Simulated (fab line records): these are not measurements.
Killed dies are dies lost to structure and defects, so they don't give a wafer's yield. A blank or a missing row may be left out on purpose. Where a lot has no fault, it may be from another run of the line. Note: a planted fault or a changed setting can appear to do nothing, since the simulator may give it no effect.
fab line records ; flow n5Finfet
[record] lots = 7; wafers = 21; lastDay = 17
route steps=1938 shown BEOL_M5@1179 PASSIVATION@1936
lots that met no fault: from a run of the same line without faults
startH: hours from the record's opening day to when the first of the lot's shown wafers began ; waitH: time in hours since the lot's previous step ; " repeats the value in the row above ; L1.1+2: several wafers, shown together as one row ; - no value, or no start was given ; * or withheld: withheld ; < > ~ a bound
route shown NAME@n: NAME is a module with steps in the file, n the number in the route of the first one ; usual: mean and standard deviation over wafers with no fault ; same: alike in all rows ; chamber/n: place in a boat ; sites: each site's reading ; _std_site: how widely they spread, as a standard deviation ; _edge_site: inner sites' mean taken away from outer sites' mean ; radiusMm: for every site, how far away it sits from the centre of the wafer ; mask NAME#n: copy n ; behind: the last tool/chamber to shape the wafer ; hold: why the lot was held/for how many hours/how that ended ; device: whichever transistor did not switch (one of n, p or np) ; end of line: the tests these same wafers got at the end of their route ; for a step that has no rows: nothing shown but its recipe ; killed: dies lost to structure and defects at the first sort, not the wafer's yield ; map: dies across one wafer; x = killed, . = not, _ = none there
set.NAME: the setting the step ran with; set.NAME@STEP: the setting that earlier step ran with ; model.NAME: the simulator's own value behind a step, which no gauge read
certain route steps with their lots: each step a table, each wafer a row
services: a tool's chamber out of use, with start hour (startH, from the record's first day; less than 0 if before it), hours out, and reason
[[steps]]
[step N5_BEOL_M5_SPUTTER_83]
[recipe] material = Cu; targetThkA = 150; tempC = -20; chamberPressurePa = 0.07; powerW = withheld; timeS = 27.62
[step N5_BEOL_M5_ANNEAL_84]
[recipe] tempC = 400; timeS = 1800; ambient = vacuum
[step N5_BEOL_M5_SPUTTER_88]
[recipe] material = Cu; targetThkA = 150; tempC = -20; chamberPressurePa = 0.07; powerW = withheld; timeS = 27.62
[usual] susceptorTempC = -20.00/0.11; throttleValvePct = 29.9/0.85
lot.wafer;tool;chamber;startH;waitH;susceptorTempC;throttleValvePct
L433.2;pvdSputter-01;-;194.40;0.5;-19.91;31.5
L433.5;pvdSputter-01;-;194.40;0.5;-19.81;30.0
L433.6;pvdSputter-01;-;194.40;0.5;-19.98;28.9
L439.2;pvdSputter-02;-;236.23;0.5;-19.86;29.0
L439.3;pvdSputter-02;-;236.23;0.5;-19.97;29.9
L439.4;pvdSputter-02;-;236.23;0.5;-19.95;28.9
L441.1;pvdSputter-03;-;254.93;0.5;-19.87;31.0
L441.3;pvdSputter-03;-;254.93;0.5;-19.99;30.0
L441.6;pvdSputter-03;-;254.93;0.5;-20.02;30.3
L443.4;pvdSputter-02;-;256.75;0.5;-19.77;29.7
L443.5;pvdSputter-02;-;256.75;0.5;-19.89;29.7
L443.6;pvdSputter-02;-;256.75;0.5;-20.02;28.8
L447.1;pvdSputter-01;-;278.06;0.5;-20.07;31.3
L447.2;pvdSputter-01;-;278.06;0.5;-20.01;29.0
L447.6;pvdSputter-01;-;278.06;0.5;-20.02;30.5
L451.2;pvdSputter-01;-;298.85;0.5;-20.06;31.7
L451.5;pvdSputter-01;-;298.85;0.5;-20.07;30.5
L451.6;pvdSputter-01;-;298.85;0.5;-20.12;31.5
L452.1;pvdSputter-01;-;314.02;0.5;-19.92;29.4
L452.5;pvdSputter-01;-;314.02;0.5;-19.72;30.4
L452.6;pvdSputter-01;-;314.02;0.5;-19.85;31.4
[step N5_BEOL_M5_ANNEAL_89]
[recipe] tempC = 400; timeS = 1800; ambient = vacuum
[step N5_BEOL_M5_SPUTTER_90]
[recipe] material = Cu; targetThkA = 45; tempC = -20; chamberPressurePa = 0.07; powerW = withheld; timeS = 8.29
[usual] susceptorTempC = -20.01/0.11; throttleValvePct = 29.9/0.89
lot.wafer;tool;chamber;startH;waitH;susceptorTempC;throttleValvePct
L433.2;pvdSputter-01;-;195.48;0.5;-20.03;31.6
L433.5;pvdSputter-01;-;195.48;0.5;-20.17;30.2
L433.6;pvdSputter-01;-;195.48;0.5;-20.07;29.3
L439.2;pvdSputter-02;-;237.32;0.5;-20.01;28.8
L439.3;pvdSputter-02;-;237.32;0.5;-19.88;29.7
L439.4;pvdSputter-02;-;237.32;0.5;-19.93;28.6
L441.1;pvdSputter-03;-;256.02;0.5;-19.93;30.8
L441.3;pvdSputter-03;-;256.02;0.5;-20.02;29.6
L441.6;pvdSputter-03;-;256.02;0.5;-20.34;30.3
L443.4;pvdSputter-02;-;257.84;0.5;-20.08;30.0
L443.5;pvdSputter-02;-;257.84;0.5;-20.12;29.9
L443.6;pvdSputter-02;-;257.84;0.5;-20.21;29.3
L447.1;pvdSputter-01;-;279.15;0.5;-19.81;31.4
L447.2;pvdSputter-01;-;279.15;0.5;-19.94;29.3
L447.6;pvdSputter-01;-;279.15;0.5;-20.12;30.5
L451.2;pvdSputter-01;-;299.93;0.5;-19.92;31.8
L451.5;pvdSputter-01;-;299.93;0.5;-19.93;30.7
L451.6;pvdSputter-01;-;299.93;0.5;-19.98;31.6
L452.1;pvdSputter-01;-;315.11;0.5;-20.14;29.1
L452.5;pvdSputter-01;-;315.11;0.5;-20.11;30.7
L452.6;pvdSputter-01;-;315.11;0.5;-19.86;31.4
[step N5_BEOL_M5_ECD_50]
[recipe] material = Cu; targetThkA = 3000
[step N5_BEOL_M5_ANNEAL_51]
[recipe] tempC = 225; timeS = 90; ambient = N2
[step N5_BEOL_M5_CMP_52]
[recipe] stopOn = SiCOH_lowk; tOverpolishS = 6.9; downForcePsi = 1; platenRpm = 50; clearingPlatenDownForcePsi = 1.5; clearingPlatenRpm = 50; postCmpClean = cuAlkaline; targetThkNm = 62; clearingPlatenPadVelocityMS = 0.99484; padVelocityMS = 0.99484
[usual] barrierFieldEndpointS = 24.7/0.6; motorCurrentA = 6.0/0.76; overpolishRunS = 6.901/0.01; platenRpm = 50.00/0.032; timeToEndpointS = 62.8/2.8
lot.wafer;tool;chamber;startH;waitH;barrierFieldEndpointS;motorCurrentA;overpolishRunS;platenRpm;timeToEndpointS
L433.2;cmp-04;3;196.60;0.3;24.4;5.8;6.896;50.04;61.8
L433.5;cmp-04;0;196.60;0.3;24.7;5.7;6.915;49.98;61.6
L433.6;cmp-04;1;196.60;0.3;24.5;5.9;6.904;49.96;61.3
L439.4;cmp-02;3;237.88;0.1;24.9;7.0;6.886;49.95;63.6
L439.2;cmp-02;0;237.88;0.1;23.4;4.6;6.901;50.03;57.7
L439.3;cmp-02;2;237.88;0.1;24.0;7.6;6.903;49.97;57.7
L441.3;cmp-02;0;256.97;0.2;24.3;4.6;6.905;49.99;59.5
L441.1;cmp-02;2;256.97;0.2;24.9;7.8;6.906;50.00;62.4
L441.6;cmp-02;3;256.97;0.2;25.2;6.3;6.883;49.97;62.6
L443.4;cmp-02;1;258.39;0.2;25.1;5.1;6.903;50.03;65.4
L443.6;cmp-02;1;258.39;0.2;24.3;5.3;6.890;50.00;63.2
L443.5;cmp-02;2;258.39;0.2;24.9;7.2;6.915;50.01;64.3
L447.1;cmp-02;3;279.69;0.3;24.9;6.6;6.893;50.00;64.8
L447.2;cmp-02;1;279.69;0.3;24.1;5.3;6.910;50.01;60.0
L447.6;cmp-02;2;279.69;0.3;25.2;7.9;6.905;50.00;61.1
L451.2;cmp-02;1;300.57;0.3;24.3;5.1;6.909;50.00;65.9
L451.6;cmp-02;3;300.57;0.3;24.6;6.7;6.925;49.97;65.5
L451.5;cmp-02;0;300.57;0.3;23.9;4.6;6.923;49.99;57.2
L452.1;cmp-04;1;315.86;0.3;24.3;5.9;6.908;50.05;61.8
L452.5;cmp-04;0;315.86;0.3;24.4;5.8;6.896;50.01;63.7
L452.6;cmp-04;1;315.86;0.3;24.5;6.2;6.890;49.97;62.3
[step N5_BEOL_M5_THK_MEAS_53]
[recipe] thkMeasGauge = xrf; reads = Cu_of_BEOL_M5_ECD_50
[usual] M5_THK = 61.4/1.4
lot.wafer;tool;chamber;startH;waitH;M5_THK[nm]
L433.2;filmMetro-02;-;196.78;-;59.5
L433.5;filmMetro-02;-;196.78;-;60.7
L433.6;filmMetro-02;-;196.78;-;62.3
L439.2;filmMetro-01;-;238.17;-;58.2
L439.3;filmMetro-01;-;238.17;-;60.9
L439.4;filmMetro-01;-;238.17;-;59.6
L441.1;filmMetro-01;-;257.23;-;59.7
L441.3;filmMetro-01;-;257.23;-;58.8
L441.6;filmMetro-01;-;257.23;-;62.6
L443.4;filmMetro-02;-;258.68;-;59.8
L443.5;filmMetro-02;-;258.68;-;59.1
L443.6;filmMetro-02;-;258.68;-;61.7
L447.1;filmMetro-02;-;279.94;-;60.7
L447.2;filmMetro-02;-;279.94;-;60.4
L447.6;filmMetro-02;-;279.94;-;60.6
L451.2;filmMetro-01;-;300.78;-;59.3
L451.5;filmMetro-01;-;300.78;-;59.1
L451.6;filmMetro-01;-;300.78;-;62.5
L452.1;filmMetro-02;-;316.12;-;61.4
L452.5;filmMetro-02;-;316.12;-;61.0
L452.6;filmMetro-02;-;316.12;-;62.6
[step N5_BEOL_M5_PRE_CLEAN_77]
[recipe] gas = NH3/H2; timeS = 15; tempC = *; rfPowerW = 300
[usual] heaterPowerW = 90/15; susceptorTempC = *
lot.wafer;tool;chamber;startH;waitH;heaterPowerW;susceptorTempC
L433.2;cvdCo-02;0;196.82;0.0;62;*
L433.5;cvdCo-02;2;196.82;0.0;103;*
L433.6;cvdCo-02;0;196.82;0.0;64;*
L439.2;cvdCo-01;2;238.21;0.0;83;*
L439.3;cvdCo-01;0;238.21;0.0;106;*
L439.4;cvdCo-01;0;238.21;0.0;106;*
L441.1;cvdCo-02;1;257.27;0.0;93;*
L441.3;cvdCo-02;2;257.27;0.0;102;*
L441.6;cvdCo-02;2;257.27;0.0;104;*
L443.4;cvdCo-01;0;258.74;0.1;104;*
L443.5;cvdCo-01;1;258.74;0.1;90;*
L443.6;cvdCo-01;2;258.74;0.1;81;*
L447.1;cvdCo-01;2;280.01;0.1;83;*
L447.2;cvdCo-01;0;280.01;0.1;106;*
L447.6;cvdCo-01;2;280.01;0.1;81;*
L451.2;cvdCo-02;1;300.95;0.2;95;*
L451.5;cvdCo-02;1;300.95;0.2;94;*
L451.6;cvdCo-02;2;300.95;0.2;104;*
L452.1;cvdCo-02;1;316.15;0.0;97;*
L452.5;cvdCo-02;2;316.15;0.0;104;*
L452.6;cvdCo-02;0;316.15;0.0;63;*
[step N5_BEOL_M5_CO_CAP_78]
[recipe] material = Co; targetThkA = 20; tempC = 200; precursor = CCTBA/H2; pressureTorr = 30; timeS = 102.1
[usual] heaterPowerW = 243/18; susceptorTempC = 200.01/0.16
lot.wafer;tool;chamber;startH;waitH;heaterPowerW;susceptorTempC
L433.2;cvdCo-02;0;196.86;0.0;212;200.20
L433.5;cvdCo-02;2;196.86;0.0;258;199.96
L433.6;cvdCo-02;0;196.86;0.0;211;199.94
L439.2;cvdCo-01;2;238.25;0.0;232;200.13
L439.3;cvdCo-01;0;238.25;0.0;265;199.77
L439.4;cvdCo-01;0;238.25;0.0;269;199.77
L441.1;cvdCo-02;1;257.31;0.0;246;200.17
L441.3;cvdCo-02;2;257.31;0.0;262;200.21
L441.6;cvdCo-02;2;257.31;0.0;256;200.23
L443.4;cvdCo-01;0;258.79;0.0;269;199.70
L443.5;cvdCo-01;1;258.79;0.0;244;199.76
L443.6;cvdCo-01;2;258.79;0.0;232;199.94
L447.1;cvdCo-01;2;280.05;0.0;233;199.99
L447.2;cvdCo-01;0;280.05;0.0;257;199.96
L447.6;cvdCo-01;2;280.05;0.0;226;200.02
L451.2;cvdCo-02;1;300.99;0.0;241;200.16
L451.5;cvdCo-02;1;300.99;0.0;249;200.19
L451.6;cvdCo-02;2;300.99;0.0;259;200.05
L452.1;cvdCo-02;1;316.19;0.0;249;200.01
L452.5;cvdCo-02;2;316.19;0.0;259;200.14
L452.6;cvdCo-02;0;316.19;0.0;212;200.06
[step N5_BEOL_M5_PRE_CLEAN_55]
[recipe] gas = NH3; timeS = 15; tempC = withheld; rfPowerW = 300
[step N5_BEOL_M5_DEP_56]
[recipe] material = SiCN; targetThkA = 80; tempC = withheld; precursor = 3MS/NH3; pressureTorr = 3; rfW = 202; timeS = 14
[usual] showerheadPlenumPTorr = 3.667/0.0099; showerheadVppV = 881/44; throttleValvePct = 9.1/0.66
lot.wafer;tool;chamber;startH;waitH;showerheadPlenumPTorr;showerheadVppV;throttleValvePct;model.SiCN_of_BEOL_M5_DEP_56.thkNm
L433.2;pecvd-04;1;196.98;0.0;3.646;874;8.7;8
L433.5;pecvd-04;1;196.98;0.0;3.631;874;8.8;8.4
L433.6;pecvd-04;0;196.98;0.0;3.688;938;8.2;8.2
L439.2;pecvd-04;1;238.37;0.0;3.648;873;8.8;5.8
L439.3;pecvd-04;0;238.37;0.0;3.679;959;8.5;5.8
L439.4;pecvd-04;1;238.37;0.0;3.653;868;8.8;6
L441.1;pecvd-04;1;257.42;0.0;3.643;877;8.8;6
L441.3;pecvd-04;0;257.42;0.0;3.680;943;8.4;6
L441.6;pecvd-04;0;257.42;0.0;3.668;916;7.9;6
L443.4;pecvd-04;0;258.89;0.0;3.693;947;8.5;6
L443.5;pecvd-04;2;258.89;0.0;3.665;769;8.4;6
L443.6;pecvd-04;1;258.89;0.0;3.649;873;8.8;6.2
L447.1;pecvd-01;0;280.17;0.0;3.674;888;9.9;7.8
L447.2;pecvd-01;2;280.17;0.0;3.680;894;8.1;8
L447.6;pecvd-01;1;280.17;0.0;3.664;838;9.3;8.2
L451.2;pecvd-03;1;301.10;0.0;3.671;859;10.1;7.8
L451.5;pecvd-03;2;301.10;0.0;3.666;913;9.1;7.8
L451.6;pecvd-03;0;301.10;0.0;3.669;912;9.4;7.8
L452.1;pecvd-03;2;316.31;0.0;3.657;921;9.3;8
L452.5;pecvd-03;2;316.31;0.0;3.659;916;9.0;8.2
L452.6;pecvd-03;1;316.31;0.0;3.665;854;10.2;8
[step N5_BEOL_M5_RS_MEAS_57]
[recipe] thkMeasGauge = four-point-probe; reads = Co_of_BEOL_M5_CO_CAP_78+Cu_of_BEOL_M5_ECD_50+Co_of_BEOL_M5_CVD_47+TaN_of_BEOL_M5_ALD_86
[usual] M5_RS = 0.384/0.01
lot.wafer;tool;chamber;startH;waitH;M5_RS[ohm/sq]
L433.2;filmMetro-01;-;197.04;0.1;0.402
L433.5;filmMetro-01;-;197.04;0.1;0.392
L433.6;filmMetro-01;-;197.04;0.1;0.378
L439.2;filmMetro-01;-;238.45;0.1;0.406
L439.3;filmMetro-01;-;238.45;0.1;0.383
L439.4;filmMetro-01;-;238.45;0.1;0.395
L441.1;filmMetro-02;-;257.49;0.1;0.396
L441.3;filmMetro-02;-;257.49;0.1;0.405
L441.6;filmMetro-02;-;257.49;0.1;0.377
L443.4;filmMetro-01;-;258.94;0.0;0.393
L443.5;filmMetro-01;-;258.94;0.0;0.398
L443.6;filmMetro-01;-;258.94;0.0;0.381
L447.1;filmMetro-01;-;280.24;0.0;0.391
L447.2;filmMetro-01;-;280.24;0.0;0.394
L447.6;filmMetro-01;-;280.24;0.0;0.391
L451.2;filmMetro-02;-;301.17;0.1;0.397
L451.5;filmMetro-02;-;301.17;0.1;0.398
L451.6;filmMetro-02;-;301.17;0.1;0.376
L452.1;filmMetro-02;-;316.38;0.0;0.383
L452.5;filmMetro-02;-;316.38;0.0;0.386
L452.6;filmMetro-02;-;316.38;0.0;0.376
[step N5_PASSIVATION_PROBE_49]
[usual] defectLimitedYield = 91.7/1.5; killed_at_M0_to_M3 = 30/8.6; killed_at_M4_up = 12/4.5; killedAtContacts = 13/5.8; killedAtFrontEnd = 38/11; killedAtOther = 4/3; killedDies = 97/17; killedOnRim = 13/3.6; killedOpen = 63/12; killedShort = 32/8.8; sort_bin_5_function = 4.8/0.91; sort_bin_6_memory = 3.1/0.68; sortNPass = 1083/17; sortYieldPct = 91.7/1.5
[same] grossDies = 1180; killedAtBackSide = 0; sort_bin_4_leakage[%] = 0; sort_bin_8_speed[%] = 0
lot.wafer;tool;chamber;startH;waitH;defectLimitedYield[%];killed_at_M0_to_M3;killed_at_M4_up;killedAtContacts;killedAtFrontEnd;killedAtOther;killedDies;killedOnRim;killedOpen;killedShort;sort_bin_5_function[%];sort_bin_6_memory[%];sortNPass;sortYieldPct[%]
L443.4;prober-02;-;349.54;0.2;90.6;45;16;11;36;3;111;11;75;34;5.7;3.3;1069;90.6
L443.5;prober-02;-;349.59;0.2;91.6;28;10;11;48;2;99;18;52;43;5.3;2.4;1081;91.6
L443.6;prober-02;-;349.64;0.3;89.2;39;12;17;54;5;127;19;82;42;5.7;4.6;1053;89.2
L447.1;prober-01;-;373.39;0.0;93.6;22;10;6;36;2;76;7;58;16;4.2;2.1;1104;93.6
// killed by level:class
L443.4 FIN_SAQP:geometricParticle:open=9 MOL_CONTACT_COAG:geometricParticle:open=9 BEOL_M2:geometricParticle:open=9 BEOL_M0_SAQP:geometricParticle:open=8 BEOL_M4:geometricParticle:open=8 BEOL_M1:geometricParticle:open=7 FIN_SAQP:geometricParticle:short=6 STI_FIN_REVEAL:geometricParticle:open=5
L443.5 FIN_SAQP:geometricParticle:short=11 MOL_CONTACT_COAG:geometricParticle:open=10 GATE_CUT:geometricParticle:short=9 STI_FIN_REVEAL:geometricParticle:open=8 BEOL_M0_SAQP:geometricParticle:short=6 BEOL_M3:geometricParticle:open=6 GATE_CUT:geometricParticle:open=4 BEOL_M4:geometricParticle:open=4
L443.6 GATE_CUT:geometricParticle:short=18 BEOL_M2:geometricParticle:open=17 MOL_CONTACT_COAG:geometricParticle:open=14 GATE_CUT:geometricParticle:open=11 BEOL_M4:geometricParticle:open=8 FIN_SAQP:geometricParticle:open=7 BEOL_M0_SAQP:geometricParticle:short=5 FIN_SAQP:geometricParticle:short=4
L447.1 STI_FIN_REVEAL:geometricParticle:open=15 BEOL_M3:geometricParticle:open=9 DUMMY_GATE:geometricParticle:open=5 MOL_CONTACT_COAG:geometricParticle:open=5 BEOL_M4:geometricParticle:open=5 FIN_SAQP:geometricParticle:open=3 GATE_CUT:geometricParticle:short=3 BEOL_M0_SAQP:geometricParticle:open=3
[[services]]
tool;chamber;startH;hours;kind
pecvd-04;-;181.78;1.6;repair
cmp-02;-;184.71;0.3;repair
pecvd-03;2;185.47;8.2;repair
pecvd-03;-;193.15;14.6;pm
pecvd-04;2;202.47;-;clean
pecvd-04;2;202.47;-;consumableReplace:showerhead
pecvd-04;2;202.47;29.0;scheduledDown
pecvd-04;2;202.47;29.0;ventCycle
cmp-02;-;214.46;3.9;repair
cvdCo-01;-;228.17;6.0;pm
pecvd-03;-;228.69;2.8;pm
cmp-02;-;229.11;3.4;repair
pecvd-01;0;229.86;2.1;scheduledDown
pecvd-01;-;232.63;14.6;pm
cmp-02;-;233.99;3.5;repair
cmp-02;-;245.13;5.6;repair
pecvd-03;0;253.32;2.1;scheduledDown
cmp-02;-;262.98;0.3;repair
cmp-02;-;275.49;1.8;repair
pecvd-03;1;280.50;2.5;repair
cmp-04;-;292.04;4.0;pm
cmp-04;-;296.04;-;consumableReplace:conditioner
cmp-04;-;296.04;-;consumableReplace:pad
[[key]]
firstSign none at tools or gauges
[modelEffect] step = N5_BEOL_M5_DEP_56; value = SiCN_of_BEOL_M5_DEP_56.thkNm; without = 8.178; struck = 5.978
metAt N5_BEOL_M5_DEP_56
struckWafers L439.2,L439.3,L439.4,L441.1,L441.3,L441.6,L443.4,L443.5,L443.6
onsetBetween 196.98 238.37
[fault] kind = processParameterDrift; tool = pecvd-04; chamber = -; onsetH = 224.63; steps = N5_BEOL_M5_DEP_56; channel = timeS; offset = *; shape = step; endH = 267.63; actsIn = *; stated = *
